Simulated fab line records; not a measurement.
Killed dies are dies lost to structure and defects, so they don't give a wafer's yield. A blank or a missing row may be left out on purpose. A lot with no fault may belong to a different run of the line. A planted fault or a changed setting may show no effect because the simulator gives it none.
Matching of chambers / flow n5-finfet / 3 sister chambers for N5_SDB_HM_DEP_00 on pecvd-04
The step deposits SiNx from SiH4/NH3/N2, target thk 40 nm, time 35.3 s. 3 wafers are shown with their chamber, then 10 later ones without.

== EACH WAFER AND ITS CHAMBER ==
wafer=L085.6; chamber=1; throttle-valve-pct (%)=41.7
wafer=L086.2; chamber=0; throttle-valve-pct (%)=44.1
wafer=L086.4; chamber=2; throttle-valve-pct (%)=39.9

== WAFERS MISSING THEIR CHAMBER ==
wafer=L086.6; throttle-valve-pct (%)=41.8
wafer=L089.1; throttle-valve-pct (%)=41.9
wafer=L089.3; throttle-valve-pct (%)=40.0
wafer=L089.4; throttle-valve-pct (%)=40.0
wafer=L092.2; throttle-valve-pct (%)=40.2
wafer=L092.4; throttle-valve-pct (%)=41.7
wafer=L092.6; throttle-valve-pct (%)=39.7
wafer=L096.2; throttle-valve-pct (%)=41.7
wafer=L096.3; throttle-valve-pct (%)=43.5
wafer=L096.5; throttle-valve-pct (%)=44.0

== THE CHAMBER EACH PASSED THROUGH ==
wafer=L086.6; from the rows above=1; in truth=1
wafer=L089.1; from the rows above=1; in truth=1
wafer=L089.3; from the rows above=2; in truth=2
wafer=L089.4; from the rows above=2; in truth=2
wafer=L092.2; from the rows above=2; in truth=2
wafer=L092.4; from the rows above=1; in truth=1
wafer=L092.6; from the rows above=2; in truth=2
wafer=L096.2; from the rows above=1; in truth=1
wafer=L096.3; from the rows above=0; in truth=0
wafer=L096.5; from the rows above=0; in truth=0
Correctly placed: 10 of 10. From these rows, 0 cannot be placed. Placed wrongly: 0.
How it was worked out, from the rows above alone: a wafer's distance from a chamber is the root of the sum, over the readings, of the square of ((its reading less the chamber's mean) divided by the reading's scatter). The wafer belongs to the nearest chamber; if the next one is less than 2 further off, it can't be placed. For every chamber, the mean is computed from those of its wafers that are shown. The scatter: root of mean squared gap, hidden wafer to nearest shown wafer, with one shown wafer a chamber.
